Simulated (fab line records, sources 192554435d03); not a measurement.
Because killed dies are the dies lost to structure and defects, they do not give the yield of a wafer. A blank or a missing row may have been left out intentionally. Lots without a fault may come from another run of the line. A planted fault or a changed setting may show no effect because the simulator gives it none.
Which of the tools did it?    flow n5Finfet    13 lots with 39 wafers sampled at 2 steps, on a route of 1938 steps

== WHAT EACH GAUGE READ, for each wafer ==
N5_PASSIVATION_CD_MEAS_44: the cd target is 40000 nm. Usual: 40000 nm for cdNm, sd 3.5.
lot   measured      on        cdNm (nm)          flag
L435  day 11 21:11  cdSem-01  40007 40004 40007  
L438  day 12 03:21  cdSem-03  40000 39999 39999  
L437  day 12 02:41  cdSem-03  39993 39997 39993  
L439  day 12 14:35  cdSem-02  39999 39997 40002  
L441  day 12 21:56  cdSem-03  39997 40003 40001  
L440  day 13 01:41  cdSem-02  39996 39996 39999  
L442  day 13 07:15  cdSem-02  40001 40002 39999  
L443  day 13 06:38  cdSem-03  40006 40002 40007  
L447  day 14 18:15  cdSem-02  40001 40003 40003  
L446  day 14 15:59  cdSem-03  39997 40001 39999  
L452  day 15 17:09  cdSem-01  39993 39997 39992  
L454  day 16 06:54  cdSem-03  40000 40003 39998  
L457  day 18 10:44  cdSem-01  39998 40000 40002  

== WHAT TOOL EACH LOT RAN ON (gives the tool, then ch and the chambers of the sampled wafers, and finally the start) ==
lot   N5_BEOL_M6_TRENCH_ETCH_37
L435  rieDiel-02 ch 1,2, day 8 18:26
L438  rieDiel-03 ch 1,2,3, day 8 22:23
L437  rieDiel-01 ch 1,2,3, day 8 22:26
L439  rieDiel-02 ch 1,2,3, day 9 12:13
L441  rieDiel-03 ch 1,2, day 9 17:01
L440  rieDiel-01 ch 1,3, day 9 19:10
L442  rieDiel-03 ch 0,2, day 9 22:05
L443  rieDiel-02 ch 0,2, day 10 04:09
L447  rieDiel-03 ch 0,3, day 11 05:34
L446  rieDiel-03 ch 1,3, day 11 08:39
L452  rieDiel-03 ch 0,1,2, day 12 10:52
L454  rieDiel-03 ch 0,1,2, day 13 02:58
L457  rieDiel-01 ch 0,1,2, day 14 22:46
- N5_BEOL_M6_TRENCH_ETCH_37: etches SiCOH lowk in C4F6/O2, target depth 94.435 nm, time 31.5 s.

== WHAT THE TOOLS THEMSELVES READ (means of the sampled wafers that have a number; where no wafer has one, the mark that the record gives instead) ==
N5_BEOL_M6_TRENCH_ETCH_37. Usual: drypumpMotorCurrentA 5.9 A, standard deviation 0.42; oesProductAu 0.81 a.u., standard deviation 0.094; rfVppV 663 V, standard deviation 6.7; showerheadPlenumPTorr 2.84 Torr, standard deviation 0.09; throttleValvePct 20.77 %, standard deviation 0.24.
lot   tool        drypumpMotorCurrentA (A)  oesProductAu (a.u.)  rfVppV (V)  showerheadPlenumPTorr (Torr)  throttleValvePct (%)  flag
L435  rieDiel-02  5.1                       0.77                 661         2.77                          20.93                 
L438  rieDiel-03  6.2                       0.70                 665         2.82                          20.97                 
L437  rieDiel-01  5.9                       0.83                 659         2.88                          20.65                 
L439  rieDiel-02  5.5                       0.80                 663         2.83                          20.99                 
L441  rieDiel-03  6.2                       0.71                 670         2.78                          20.83                 
L440  rieDiel-01  6.0                       0.85                 660         2.85                          20.68                 
L442  rieDiel-03  6.4                       0.80                 671         2.73                          20.67                 
L443  rieDiel-02  5.5                       0.83                 660         2.88                          20.75                 
L447  rieDiel-03  6.3                       0.94                 662         2.80                          20.75                 
L446  rieDiel-03  6.1                       0.88                 660         2.85                          20.92                 
L452  rieDiel-03  6.2                       0.76                 669         2.80                          20.71                 
L454  rieDiel-03  6.2                       0.75                 668         2.79                          20.72                 
L457  rieDiel-01  5.9                       0.79                 653         2.82                          20.64                 

== THE ANSWER, worked out from the rows above alone ==
Rule: a lot is off if the mean of its wafers that have a number lies more than 3 standard deviations from the usual mean. A lot without any number at a reading at which 4 lots or more have one is off too. Where the step has rows for the other lots, those lots are counted as sound. First the gauges in route order, then the tools' own readings, where a lot's mean is used as printed above. At the first step where some lot is off, the reading lying furthest off is the one used; lots without a number count as furthest.
None of the lots is off at any reading shown; this tells nothing.

== WHAT HAD BEEN PUT IN BY THE SIMULATOR ==
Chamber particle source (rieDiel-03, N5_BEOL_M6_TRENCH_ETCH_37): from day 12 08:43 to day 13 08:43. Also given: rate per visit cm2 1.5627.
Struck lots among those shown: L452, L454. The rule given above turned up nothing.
